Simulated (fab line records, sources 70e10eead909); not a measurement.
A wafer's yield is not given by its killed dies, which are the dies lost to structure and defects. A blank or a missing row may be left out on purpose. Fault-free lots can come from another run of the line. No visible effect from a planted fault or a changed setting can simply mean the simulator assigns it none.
Matching of chambers + flow nand harc + NHARC_A_CHANNEL_FILL_D1_ETCHBACK_19 on rie si-05: 4 sister chambers
The step etches the open film in HBr/Cl2, target depth 5 nm, time 1.7 s. 14 wafers are shown with their chamber, then 7 later ones without.

## WAFERS PAIRED WITH THEIR CHAMBERS
| wafer  | chamber | drypump motor current A (A) | oes product au (a.u.) | mfc cl2 sccm (sccm) |
|--------|---------|-----------------------------|-----------------------|---------------------|
| L077.1 | 0       | 5.0                         | 1.006                 | 49.98               |
| L077.2 | 2       | 6.4                         | 0.971                 | 49.90               |
| L077.5 | 1       | 5.8                         | 1.014                 | 50.08               |
| L078.4 | 2       | 6.4                         | 0.975                 | 49.98               |
| L078.5 | 2       | 6.4                         | 0.983                 | 50.08               |
| L078.6 | 1       | 5.8                         | 1.006                 | 50.20               |
| L082.2 | 0       | 5.0                         | 0.999                 | 50.10               |
| L082.4 | 3       | 5.5                         | 0.987                 | 49.94               |
| L082.6 | 0       | 5.0                         | 0.997                 | 49.95               |
| L085.1 | 0       | 4.9                         | 1.018                 | 49.92               |
| L085.3 | 1       | 5.8                         | 1.016                 | 50.12               |
| L085.6 | 3       | 5.5                         | 1.027                 | 50.03               |
| L089.2 | 1       | 5.8                         | 0.991                 | 49.92               |
| L089.4 | 0       | 5.0                         | 1.017                 | 49.76               |

SIGNATURES, as means of the wafers listed above
| reading                 | chamber 0 | chamber 1 | chamber 2 | chamber 3 | scatter within a chamber |
|-------------------------|-----------|-----------|-----------|-----------|--------------------------|
| drypump motor current A | 4.980     | 5.800     | 6.400     | 5.500     | 0.0283                   |
| oes product au          | 1.00740   | 1.00675   | 0.97633   | 1.00700   | 0.0128                   |
| mfc cl2 sccm            | 49.9420   | 50.0800   | 49.9867   | 49.9850   | 0.11                     |
Rule: a wafer's distance from a chamber is the root of the sum, over the readings, of the square of ((its reading less the chamber's mean) divided by the reading's scatter). If the next closest chamber is less than 2 further off than the closest, the wafer can't be placed; otherwise it belongs to the closest. The scatter: take each reading less its chamber's mean, square it, sum over the shown wafers, divide by the number of wafers less the number of chambers, and take the root.

## WAFERS WITH NO CHAMBER GIVEN
| wafer  | drypump motor current A (A) | oes product au (a.u.) | mfc cl2 sccm (sccm) |
|--------|-----------------------------|-----------------------|---------------------|
| L089.5 | 5.5                         | 1.018                 | 49.72               |
| L091.2 | 5.0                         | 1.029                 | 49.95               |
| L091.3 | 5.8                         | 1.005                 | 49.92               |
| L091.6 | 6.4                         | 1.014                 | 50.10               |
| L097.1 | 5.0                         | 1.026                 | 49.99               |
| L097.3 | 5.5                         | 0.998                 | 50.37               |
| L097.4 | 5.8                         | 0.996                 | 49.88               |

## WHICH CHAMBER EACH WENT THROUGH
| wafer  | from the rows above | in truth |
|--------|---------------------|----------|
| L089.5 | 3                   | 3        |
| L091.2 | 0                   | 0        |
| L091.3 | 1                   | 1        |
| L091.6 | 2                   | 2        |
| L097.1 | 0                   | 0        |
| L097.3 | 3                   | 3        |
| L097.4 | 1                   | 1        |
Correctly placed: 7 of 7. Left unplaced by these rows: 0. Placed wrongly: 0.
